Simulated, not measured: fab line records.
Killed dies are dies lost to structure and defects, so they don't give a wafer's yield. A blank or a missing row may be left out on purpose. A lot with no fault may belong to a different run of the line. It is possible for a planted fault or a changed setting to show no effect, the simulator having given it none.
A lot that was struck, set against a sound lot    flow nand_harc    13 steps out of a route of 1302
Sound: these wafers, L911.3, L911.4, L911.5. Wafers L916.1, L916.5, L916.6 were the ones struck. Last of all comes the cause.
Each step with rows lists, per side, the tool, then ch with its chambers, then its first start. Under that, the readings that differ: sound wafers    struck wafers    difference of the means    sigmas: that difference in standard deviations of wafers without a fault.
alike: readings whose means differ by less than 2 such deviations, and words and numbers that are the same on both sides. not compared: withheld readings, readings that some wafer has no value for, bounds like >300 that may hide the same value, and numbers for which the record gives no deviation and whose values overlap.
Wherever a step has rows on one side only, a row that says differs or no value, or a row with sigmas, the two part there. When numbers do not overlap yet have no deviation, they are printed without sigmas and do not part them. A reading missing from all wafers of one side parts the sides only when that side holds two or more wafers.

NHARC_A_DECK1_JOINT_CMP_13: polishes, target thk 51.023 nm.
  sound on cmp-02 ch 1,2,3, day 13 05:17; struck on cmp-03 ch 0,2,3, day 15 07:54
  alike: edge_zone_pressure_frac, motor_current_A, time_to_endpoint_s
NHARC_A_DECK1_JOINT_THK_MEAS_14: measures by ellipsometry.
  struck on film_metro-02, day 15 08:06; sound on film_metro-01, day 13 05:33
  alike: thk_nm
then, 1 step without rows for these wafers: NHARC_A_DECK1_JOINT_SRD_04.
NHARC_A_DECK1_JOINT_ETCHBACK_00: etches the open film in HBr, target depth 30 nm, time 17.4 s.
  sound on rie_si-05 ch 1,2,3, day 13 05:42; struck on rie_si-06 ch 0,1,3, day 15 08:15
  alike: chamber_pressure_mTorr, drypump_motor_current_A, he_backside_leak_sccm, oes_product_au, throttle_valve_pct
  not compared: rf_hours_counter_h
then, 8 steps without rows for these wafers: NHARC_A_DECK1_JOINT_PRECLEAN_30 (cleans in SC1); NHARC_A_DECK1_JOINT_SRD_31; NHARC_A_DECK1_JOINT_CVD_34 (deposits SiNx, target thk 20 nm); NHARC_A_DECK1_JOINT_DEP_06 (deposits SiOx, target thk 80 nm); NHARC_A_DECK1_JOINT_CURE_26 (time 32 s); NHARC_A_DECK1_JOINT_ANNEAL_27 (time 3600 s); NHARC_A_DECK1_JOINT_ANNEAL_28 (time 1800 s); NHARC_A_DECK1_JOINT_ANNEAL_29 (time 1800 s).
NHARC_A_DECK1_JOINT_CMP_02: polishes SiOx.
  sound on cmp-04 ch 0,1,2, day 14 08:47; struck on cmp-03 ch 1,2, day 16 05:25
  no value came back on the struck wafers for edge_zone_pressure_frac, motor_current_A (A); on the sound wafers edge_zone_pressure_frac reads 1.006 0.998 0.992

== WHERE THEY PART ==
At NHARC_A_DECK1_JOINT_CMP_02 and nowhere else, as far as this record goes.

WHY: what had been put in by the simulator
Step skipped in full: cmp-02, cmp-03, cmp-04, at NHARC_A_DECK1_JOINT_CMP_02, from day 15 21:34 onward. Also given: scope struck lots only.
